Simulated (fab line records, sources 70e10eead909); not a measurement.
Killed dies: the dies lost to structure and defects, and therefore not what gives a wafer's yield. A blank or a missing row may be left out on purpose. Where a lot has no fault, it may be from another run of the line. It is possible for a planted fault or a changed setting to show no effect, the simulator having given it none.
Chamber matching + flow nand_harc + NHARC_A_STAIRCASE_STRIP_476 on rie_diel-06 has 4 sister chambers
The step strips in O2, time 20 s. 8 wafers are shown with their chamber, then 10 later ones without.

== EACH WAFER AND ITS CHAMBER ==
| wafer  | chamber | showerhead_plenum_p_Torr (Torr) | drypump_motor_current_A (A) |
|--------|---------|---------------------------------|-----------------------------|
| L080.6 | 3       | 3.64                            | 5.75                        |
| L088.1 | 0       | 3.29                            | 5.60                        |
| L088.3 | 2       | 3.33                            | 5.74                        |
| L085.1 | 0       | 3.29                            | 5.57                        |
| L085.2 | 1       | 3.33                            | 6.21                        |
| L085.3 | 3       | 3.63                            | 5.78                        |
| L093.1 | 1       | 3.32                            | 6.26                        |
| L093.3 | 2       | 3.32                            | 5.73                        |

== WAFERS WITHOUT THEIR CHAMBER ==
| wafer  | showerhead_plenum_p_Torr (Torr) | drypump_motor_current_A (A) |
|--------|---------------------------------|-----------------------------|
| L093.5 | 3.32                            | 6.19                        |
| L092.3 | 3.32                            | 5.73                        |
| L092.5 | 3.62                            | 5.75                        |
| L092.6 | 3.32                            | 5.72                        |
| L097.1 | 3.28                            | 5.59                        |
| L097.2 | 3.62                            | 5.75                        |
| L097.6 | 3.32                            | 6.22                        |
| L095.1 | 3.31                            | 5.72                        |
| L095.3 | 3.62                            | 5.77                        |
| L095.5 | 3.32                            | 6.23                        |

== WHICH CHAMBER EACH WENT THROUGH ==
| wafer  | from the rows above | in truth |
|--------|---------------------|----------|
| L093.5 | 1                   | 1        |
| L092.3 | 2                   | 2        |
| L092.5 | 3                   | 3        |
| L092.6 | 2                   | 2        |
| L097.1 | 0                   | 0        |
| L097.2 | 3                   | 3        |
| L097.6 | 1                   | 1        |
| L095.1 | 2                   | 2        |
| L095.3 | 3                   | 3        |
| L095.5 | 1                   | 1        |
Correct placement for 10 of the 10. Can't be placed from these rows: 0. 0 placed wrongly.
How it was worked out, from the rows above alone: a wafer's distance from a chamber is the root of the sum, over the readings, of the square of ((its reading less the chamber's mean) divided by the reading's scatter). The wafer belongs to the nearest chamber; if the next one is less than 2 further off, it can't be placed. A chamber's mean is the mean of its shown wafers. How the scatter is found: for the shown wafers, subtract from each reading the mean of its chamber, square and add these, divide the total by (wafers less chambers), then take the root.
